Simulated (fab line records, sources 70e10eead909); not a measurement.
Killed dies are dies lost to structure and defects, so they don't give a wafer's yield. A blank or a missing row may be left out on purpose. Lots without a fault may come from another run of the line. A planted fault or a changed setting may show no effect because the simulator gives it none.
fab line records | flow nand_harc
record lots=11 wafers=33 last_day=32
route steps=1302 shown A_CHANNEL_HOLE_D1@465 A_CHANNEL_FILL_D1@496 END@1302
lots that met no fault: from a run of the same line without faults
start_h: hours from the record's first day to the start of the lot's first wafer shown | wait_h: hours since the lot's step before | " the same as in the row above | L1.1+2: a row that stands for several wafers | - no value, or no start given | * or withheld: withheld | < > ~ a bound
route shown NAME@n: a module of which the file shows steps, and the number in the route of the first | usual: mean/standard deviation of fault-free wafers | same: alike in all rows | chamber/n: place in a boat | sites: the reading at each site | _std_site: their standard deviation | _edge_site: outer sites' mean less inner sites' | radius_mm: how far each site lies from the wafer's centre | mask NAME#n: copy n | behind: the tool/chamber that last shaped the wafer | hold: why the lot was held/for how many hours/how that ended | device: the transistor (n, p or np) that didn't switch | end of line: the same wafers' tests at the end of the route | a step without rows: its recipe alone | killed: dies lost to structure and defects at the first sort, not the wafer's yield | map: a wafer's dies, x killed, . not, _ none there
set.NAME: the setting as run; set.NAME@STEP: as run at that earlier step | model.NAME: the simulator's own value behind a step, which no gauge read
steps of the route over a sample of lots; a table a step, a row a wafer
services: from which hour (start_h, from the record's first day; less than 0 if before it) a tool's chamber was out of use, for how many hours, and why
## steps
# step NHARC_A_CHANNEL_HOLE_D1_DESCUM_15
# recipe time_s=3 o2_flow_sccm=200 ar_flow_sccm=0 bias_power_w=0 chemistry=O2
# usual drypump_motor_current_A=5.7/0.45 mfc_ar_sccm=0.008/0.013 oes_product_au=1.003/0.0072 rf_vpp_V=57.8/0.79 showerhead_plenum_p_Torr=1.91/0.062 throttle_valve_pct=11.310/0.0082
# columns lot.wafer tool chamber start_h wait_h drypump_motor_current_A mfc_ar_sccm oes_product_au rf_hours_counter_h rf_vpp_V showerhead_plenum_p_Torr throttle_valve_pct
L606.1 rie_diel-08 1 184.74 0.1 6.5 0.013 1.007 13 57.4 1.84 11.308
L606.4 " 2 " " 5.9 0 0.988 10 58.2 1.89 11.316
L606.6 " 1 " " 6.5 0.013 1.006 - 57.4 1.84 11.315
L605.1 rie_diel-08 3 185.25 0.1 5.7 0 0.985 13 57.8 1.98 11.294
L605.2 " 0 " " 5.1 0.038 0.998 12 57.5 1.87 11.302
L605.5 " 1 " " 6.5 0.013 1.004 - 58.9 1.84 11.306
L607.3 rie_diel-09 1 196.92 0.1 6.0 0 0.996 11 57.8 2.01 11.305
L607.4 " 2 " " 5.2 0 1.001 10 58.1 1.87 11.311
L607.2 " 3 " " 5.6 0.000 1.006 12 57.9 1.98 11.313
L608.2 rie_diel-09 1 213.34 0.1 6.0 0 1.002 14 57.5 2.01 11.316
L608.1 " 2 " " 5.2 0 1.010 14 57.9 1.87 11.305
L608.3 " 0 " " 5.2 0 1.010 18 58.8 1.90 11.332
L611.1 rie_diel-03 1 247.04 0.1 5.7 0.006 1.006 46 57.9 1.84 11.318
L611.2 " 2 " " 5.4 0.014 1.004 42 57.2 2.01 11.306
L611.4 " 0 " " 5.9 0 1.010 43 57.8 1.82 11.316
L614.2 rie_diel-08 3 273.52 0.1 5.7 0 1.008 6 58.0 1.98 11.308
L614.1 " 0 " " 5.1 0.038 1.005 7 57.3 1.86 11.325
L614.4 " 1 " " 6.5 0.013 1.011 6 57.8 1.84 11.305
L619.3 rie_diel-08 1 316.48 0.1 6.5 0.013 1.001 10 57.9 1.84 11.304
L619.5 " 3 " " 5.7 0 0.998 - 59.3 1.98 11.321
L619.6 " 0 " " 5.1 0.038 1.000 - 58.7 1.86 11.295
L620.4 rie_diel-08 1 336.48 0.1 6.5 0.013 1.006 12 57.5 1.84 11.307
L620.2 " 3 " " 5.7 0 1.005 11 58.0 1.98 11.309
L620.5 " 1 " " 6.5 0.013 1.006 - 57.3 1.84 11.330
L621.2 rie_diel-08 1 345.45 0.1 6.5 0.013 1.013 13 58.0 1.84 11.303
L621.5 " 2 " " 5.9 0 1.008 - 57.8 1.88 11.310
L621.6 " 3 " " 5.7 0 1.006 - 56.9 1.98 11.303
L622.1 rie_diel-03 3 345.65 0.1 5.9 0.033 1.006 17 58.5 2.00 11.311
L622.3 " 0 " " 6.0 0 0.995 18 57.2 1.81 11.317
L622.2 " 1 " " 5.7 0.006 1.008 17 56.3 1.83 11.313
L623.1 rie_diel-08 2 355.79 0.1 5.9 0 1.010 14 57.0 1.88 11.315
L623.4 " 1 " " 6.5 0.013 1.002 14 58.0 1.84 11.312
L623.6 " 3 " " 5.7 0 1.003 - 59.2 1.97 11.318
# step NHARC_A_CHANNEL_HOLE_D1_ETCH_16
# recipe target_depth_a=31000 over_etch_frac=0.3 time_s=806 ion_energy_ev=150 o2_flow_sccm=400 cos_flow_sccm=20 ar_flow_sccm=0 rf_w=500 bias_w=300 chemistry=O2/COS
# usual drypump_motor_current_A=5.7/0.47 mfc_ar_sccm=0.010/0.014 oes_product_au=1.000/0.0075 rf_vpp_V=314.0/1.6 showerhead_plenum_p_Torr=3.11/0.095 throttle_valve_pct=28.329/0.0084
# columns lot.wafer tool chamber start_h wait_h drypump_motor_current_A mfc_ar_sccm oes_product_au rf_hours_counter_h rf_vpp_V showerhead_plenum_p_Torr throttle_valve_pct
L606.4 rie_diel-08 3 - - 5.7 0 0.978 13 315.6 3.22 28.325
L606.1 " 0 " " 5.1 0.038 1.001 12 312.2 3.05 28.341
L606.6 " 0 " " 5.1 0.038 1.002 - 312.0 3.05 28.336
L605.1 rie_diel-08 3 - - 5.7 0 0.987 13 317.0 3.22 28.312
L605.2 " 0 " " 5.1 0.038 0.990 12 313.2 3.05 28.322
L605.5 " 2 " " 5.9 0 0.994 - 313.6 3.08 28.339
L607.2 rie_diel-09 2 - - 5.2 0 0.988 11 313.2 3.06 28.335
L607.3 " 3 " " 5.6 0.000 1.006 13 315.3 3.22 28.331
L607.4 " 0 " " 5.2 0 1.000 15 314.0 3.10 28.313
L608.3 rie_diel-09 2 - - 5.2 0 1.002 14 313.0 3.06 28.351
L608.2 " 3 " " 5.6 0.000 0.996 16 317.0 3.22 28.333
L608.1 " 0 " " 5.2 0 1.007 18 313.1 3.10 28.339
L611.2 rie_diel-03 3 - - 5.9 0.033 0.993 44 317.0 3.27 28.342
L611.4 " 0 " " 6.0 0 1.008 44 312.2 2.97 28.331
L611.1 " 2 " " 5.4 0.014 1.005 43 316.8 3.27 28.326
L614.2 rie_diel-08 2 - - 6.0 0 0.992 6 313.8 3.08 28.343
L614.4 " 3 " " 5.7 0 1.005 6 315.1 3.22 28.338
L614.1 " 1 " " 6.5 0.013 0.996 7 312.1 3.01 28.335
L619.3 rie_diel-08 2 - - 5.9 0 0.997 10 312.8 3.07 28.324
L619.6 " 2 " " 6.0 0 0.997 - 314.6 3.07 28.336
L619.5 " 3 " " 5.7 0 0.993 - 316.3 3.22 28.320
L620.2 rie_diel-08 1 - - 6.5 0.013 1.000 12 314.0 3.01 28.327
L620.4 " 2 " " 6.0 0 1.001 12 313.4 3.07 28.326
L620.5 " 0 " " 5.0 0.038 1.018 - 313.1 3.04 28.332
L621.2 rie_diel-08 3 - - 5.7 0 1.007 12 315.4 3.22 28.319
L621.6 " 0 " " 5.1 0.038 1.013 - 311.7 3.04 28.328
L621.5 " 1 " " 6.5 0.013 1.009 - 312.8 3.01 28.335
L622.3 rie_diel-03 3 - - 5.9 0.033 0.999 17 315.9 3.25 28.325
L622.2 " 1 " " 5.7 0.006 0.997 17 312.6 2.99 28.342
L622.1 " 2 " " 5.4 0.014 0.992 15 316.2 3.26 28.332
L623.4 rie_diel-08 3 - - 5.8 0 0.999 14 316.3 3.22 28.320
L623.1 " 0 " " 5.0 0.038 1.022 14 312.9 3.04 28.340
L623.6 " 3 " " 5.7 0 0.999 - 315.2 3.22 28.321
# step NHARC_A_CHANNEL_HOLE_D1_ETCH_19
# recipe bias_v=1200 source_w=2500 pressure_mtorr=15 time_s=34.5 ar_flow_sccm=375 c4f8_flow_sccm=28.8 o2_flow_sccm=96.2 temp_c=-20 target_depth_a=* chemistry=C4F8/O2/Ar
# usual drypump_motor_current_A=5.9/0.31 mfc_ar_sccm=374.7/1.1 showerhead_plenum_p_Torr=3.61/0.14 throttle_valve_pct=37.039/0.0092
# columns lot.wafer tool chamber start_h wait_h drypump_motor_current_A mfc_ar_sccm rf_hours_counter_h showerhead_plenum_p_Torr throttle_valve_pct
L606.1 har_etch-02 1 186.93 1.1 6.3 375.2 298 3.50 37.046
L606.4 " 0 " " 5.6 374.7 - 3.48 37.044
L606.6 " 0 " " 5.5 374.0 - 3.48 37.025
L605.2 har_etch-01 0 187.56 0.9 5.7 376.4 87 3.78 37.049
L605.1 " 1 " " 6.2 375.7 87 3.61 37.039
L605.5 " 0 " " 5.7 377.0 - 3.78 37.041
L607.2 har_etch-01 0 198.20 0.1 5.7 373.4 91 3.77 37.036
L607.3 " 0 " " 5.7 375.1 - 3.77 37.030
L607.4 " 1 " " 6.3 376.0 - 3.60 37.039
L608.2 har_etch-01 1 217.03 2.6 6.2 372.3 103 3.60 37.042
L608.1 " 0 " " 5.6 374.3 103 3.77 37.048
L608.3 " 0 " " 5.7 374.8 - 3.77 37.035
L611.2 har_etch-01 0 248.48 0.1 5.7 374.4 118 3.76 37.047
L611.1 " 1 " " 6.2 374.7 118 3.59 37.041
L611.4 " 1 " " 6.2 375.2 - 3.59 37.049
L614.2 har_etch-01 0 278.45 3.8 5.7 374.0 133 3.75 37.044
L614.1 " 1 " " 6.2 374.6 133 3.58 37.047
L614.4 " 1 " " 6.2 374.1 - 3.58 37.037
L619.3 har_etch-02 0 317.68 0.1 5.5 376.7 - 3.44 37.043
L619.5 " 0 " " 5.5 375.0 - 3.44 37.038
L619.6 " 1 " " 6.3 373.7 - 3.46 37.035
L620.2 har_etch-01 0 337.69 0.1 5.6 376.0 168 3.73 37.054
L620.4 " 0 " " 5.7 374.9 - 3.73 37.053
L620.5 " 0 " " 5.7 375.3 - 3.73 37.048
L621.2 har_etch-01 0 348.55 2.0 5.7 374.4 175 3.73 37.032
L621.6 " 0 " " 5.7 377.6 - 3.73 37.048
L621.5 " 1 " " 6.3 372.9 - 3.56 37.041
L622.1 har_etch-02 1 352.32 5.6 6.3 375.2 393 3.45 37.050
L622.2 " 1 " " 6.3 375.4 - 3.45 37.034
L622.3 " 1 " " 6.3 375.6 - 3.45 37.059
L623.1 har_etch-01 0 356.99 0.1 5.6 372.9 183 3.72 37.044
L623.4 " 0 " " 5.7 375.7 - 3.72 37.019
L623.6 " 1 " " 6.2 374.8 - 3.55 37.035
# step NHARC_A_CHANNEL_HOLE_D1_INSPECT_40
# usual raw_defect_count=69/23
# columns lot.wafer tool chamber start_h wait_h raw_defect_count
L606.1 defect_inspect-01 - 192.68 - 108
L606.4 " - " " 92
L606.6 " - " " 110
L605.1 defect_inspect-01 - 193.31 - 54
L605.2 " - " " 25
L605.5 " - " " 37
L607.2 defect_inspect-01 - 203.92 - 44
L607.3 " - " " 61
L607.4 " - " " 52
L608.1 defect_inspect-01 - 222.98 - 39
L608.2 " - " " 52
L608.3 " - " " 38
L611.1 defect_inspect-01 - 254.19 - 39
L611.2 " - " " 51
L611.4 " - " " 40
L614.1 defect_inspect-02 - 284.33 - 73
L614.2 " - " " 65
L614.4 " - " " 38
L619.3 defect_inspect-01 - 323.37 - 131
L619.5 " - " " 102
L619.6 " - " " 122
L620.2 defect_inspect-02 - 343.36 - 57
L620.4 " - " " 50
L620.5 " - " " 66
L621.2 defect_inspect-02 - 354.27 - 58
L621.5 " - " " 1385
L621.6 " - " " 53
L622.1 defect_inspect-02 - 362.20 - 90
L622.2 " - " " 80
L622.3 " - " " 77
L623.1 defect_inspect-02 - 362.76 - 73
L623.4 " - " " 59
L623.6 " - " " 1400
# step NHARC_A_CHANNEL_FILL_D1_ALD_16
# recipe target_thk_a=15 pulse_time_s=10 ald_cycles=15 temp_c=300 material=SiO2
# usual heater_power_w=451/32 precursor_pulse_height_rel=1.002/0.02
# columns lot.wafer tool chamber start_h wait_h heater_power_w precursor_pulse_height_rel
L606.1 ald_hk-02 0 210.89 5.9 446 0.973
L606.4 " 3 " " 440 0.997
L606.6 " 1 " " 425 1.012
L605.1 ald_hk-03 1 210.94 5.9 490 1.017
L605.2 " 2 " " 433 0.988
L605.5 " 2 " " 439 0.997
L607.4 ald_hk-04 2 225.47 0.0 507 0.981
L607.2 " 3 " " 433 0.994
L607.3 " 1 " " 467 1.002
L608.1 ald_hk-03 2 237.51 1.7 418 0.991
L608.3 " 3 " " 432 0.997
L608.2 " 0 " " 404 1.019
L611.2 ald_hk-03 0 268.42 2.3 409 0.992
L611.4 " 1 " " 501 0.997
L611.1 " 3 " " 426 1.004
L614.4 ald_hk-02 3 296.75 0.0 437 1.025
L614.1 " 1 " " 446 0.997
L614.2 " 2 " " 480 0.956
L619.3 ald_hk-03 1 336.30 0.1 508 0.959
L619.6 " 2 " " 420 0.996
L619.5 " 3 " " 421 1.014
L620.2 ald_hk-04 1 355.83 0.1 488 0.982
L620.4 " 2 " " 490 0.980
L620.5 " 0 " " 440 0.990
L621.2 ald_hk-03 0 368.51 0.0 413 0.977
L621.6 " 0 " " 415 1.020
L621.5 " 1 " " 512 0.987
L622.2 ald_hk-02 1 375.77 0.0 417 1.021
L622.1 " 3 " " 452 0.985
L622.3 " 0 " " 454 0.998
L623.1 ald_hk-04 3 375.79 0.1 478 1.011
L623.4 " 1 " " 499 0.986
L623.6 " 3 " " 484 1.025
# step NHARC_END_SORT_01
# recipe temp_c=25
# usual killed_at_array=57/20 killed_at_other=1.3/1.4 killed_at_periphery=3.4/2.4 killed_dies=61/19 killed_open=2.9/1.8 killed_short=2.5/1.6
# same gross_dies=677
# columns lot.wafer tool chamber start_h wait_h killed_at_array killed_at_other killed_at_periphery killed_dies killed_open killed_short
L623.1 prober-01 0 734.41 2.5 46 1 11 58 4 2
L623.4 prober-01 0 736.76 3.4 41 0 3 44 2 3
L623.6 prober-01 0 738.34 3.9 104 1 5 110 6 2
L621.2 prober-02 0 735.27 2.8 75 1 0 76 0 2
L621.5 prober-02 0 737.67 3.7 145 0 4 149 7 8
L621.6 prober-02 0 738.47 4.0 82 1 3 86 3 5
# killed by level:class
L623.1 A_CHANNEL_HOLE_D2:chamber_film_flake=25 A_CHANNEL_HOLE_D1:chamber_film_flake=14 P_STI:chamber_film_flake=4 P_M2:chamber_film_flake=3 P_ZERO_WELL:chamber_film_flake=2 A_CHANNEL_FILL_D1:chamber_film_flake=2 P_GATE:geometric_particle:open=1 P_CONTACT:geometric_particle:open=1
L621.2 A_SLIT:chamber_film_flake=33 A_CHANNEL_HOLE_D2:chamber_film_flake=18 A_CHANNEL_HOLE_D1:chamber_film_flake=12 A_BLC:chamber_film_flake=6 A_DECK1_JOINT:chamber_film_flake=2 A_CHANNEL_HOLE_D1:geometric_particle:short=1 A_M1:geometric_particle:short=1 A_STAIRCASE:chamber_film_flake=1
L623.4 A_CHANNEL_HOLE_D2:chamber_film_flake=19 A_CHANNEL_HOLE_D1:chamber_film_flake=11 A_SLIT:chamber_film_flake=4 A_WL_FILL:geometric_particle:short=2 P_M2:chamber_film_flake=2 A_DECK1_JOINT:chamber_film_flake=2 P_M0:geometric_particle:short=1 A_DECK1_JOINT:geometric_particle:open=1
L621.5 A_CHANNEL_HOLE_D1:unspecified=95 A_SLIT:chamber_film_flake=29 A_CHANNEL_FILL_D1:geometric_particle:short=4 P_CONTACT:geometric_particle:open=2 A_CHANNEL_FILL_D1:geometric_particle:open=2 A_WL_FILL:geometric_particle:short=2 A_CHANNEL_HOLE_D1:chamber_film_flake=2 A_CONTACT:chamber_film_flake=2
L623.6 A_CHANNEL_HOLE_D1:unspecified=91 P_GATE:geometric_particle:open=3 A_SLIT:chamber_film_flake=3 A_CONTACT:chamber_film_flake=3 A_CHANNEL_HOLE_D2:chamber_film_flake=2 A_CHANNEL_HOLE_D1:chamber_film_flake=2 P_CONTACT:geometric_particle:open=1 P_M0:geometric_particle:open=1
L621.6 A_SLIT:chamber_film_flake=29 A_CHANNEL_HOLE_D2:chamber_film_flake=24 A_CHANNEL_HOLE_D1:chamber_film_flake=7 A_DECK1_JOINT:chamber_film_flake=4 A_BLC:chamber_film_flake=4 A_SGD_CUT:chamber_film_flake=3 A_CONTACT:chamber_film_flake=3 P_STI:geometric_particle:short=1
## services
# columns tool chamber start_h hours kind
rie_diel-03 2 162.43 8.3 repair
rie_diel-09 1 163.70 5.1 repair
rie_diel-08 0 169.80 - clean
ald_hk-02 - 173.00 10.0 pm
rie_diel-08 - 190.80 9.0 pm
rie_diel-03 - 210.27 0.7 repair
ald_hk-03 - 212.00 10.0 pm
rie_diel-09 - 246.98 0.6 repair
rie_diel-03 3 255.45 1.2 repair
rie_diel-09 2 267.48 1.5 repair
rie_diel-09 - 271.26 0.3 repair
rie_diel-08 0 276.23 10.9 repair
ald_hk-02 - 279.26 3.3 repair
rie_diel-03 - 282.37 9.0 pm
rie_diel-03 - 292.59 0.1 repair
rie_diel-09 3 302.68 8.3 repair
rie_diel-09 - 325.77 9.0 pm
ald_hk-02 - 328.99 1.2 repair
rie_diel-08 2 346.67 1.5 repair
ald_hk-02 - 351.00 10.0 pm
rie_diel-09 1 355.22 3.2 repair
rie_diel-08 - 367.80 9.0 pm
rie_diel-03 2 369.93 12.0 repair
rie_diel-03 3 370.39 2.1 repair
## key
first_sign step=NHARC_A_CHANNEL_HOLE_D1_INSPECT_40 reading=raw_defect_count direction=up sigmas=57 usual=69 struck=1392
effect step=NHARC_END_SORT_01 reading=killed_dies direction=up sigmas=3.6 usual=61 struck=130
more_kills_born_at NHARC_A_CHANNEL_HOLE_D1_ETCH_19@har_etch-01=130
met_at NHARC_A_CHANNEL_HOLE_D1_ETCH_19
struck_lots L621,L623
struck_wafers L621.5,L623.6
tester_left_out L621,L623
not_acting_at NHARC_A_CHANNEL_HOLE_D1_DESCUM_15,NHARC_A_CHANNEL_HOLE_D1_ETCH_16,NHARC_A_CHANNEL_FILL_D1_ALD_16
onset_between 278.45 348.55
fault kind=chamber_particle_source tool=har_etch-01 chamber=1 onset_h=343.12 steps=NHARC_A_CHANNEL_HOLE_D1_ETCH_19 rate_per_visit_cm2=2.0456 end_h=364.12
# tester_left_out: of these lots the tester's yield and bins aren't shown, on N5 and GAA mostly nor the transistor test; their killed dies are dies lost to structure and defects alone, not to doping, threshold or leakage, so they don't give the yield
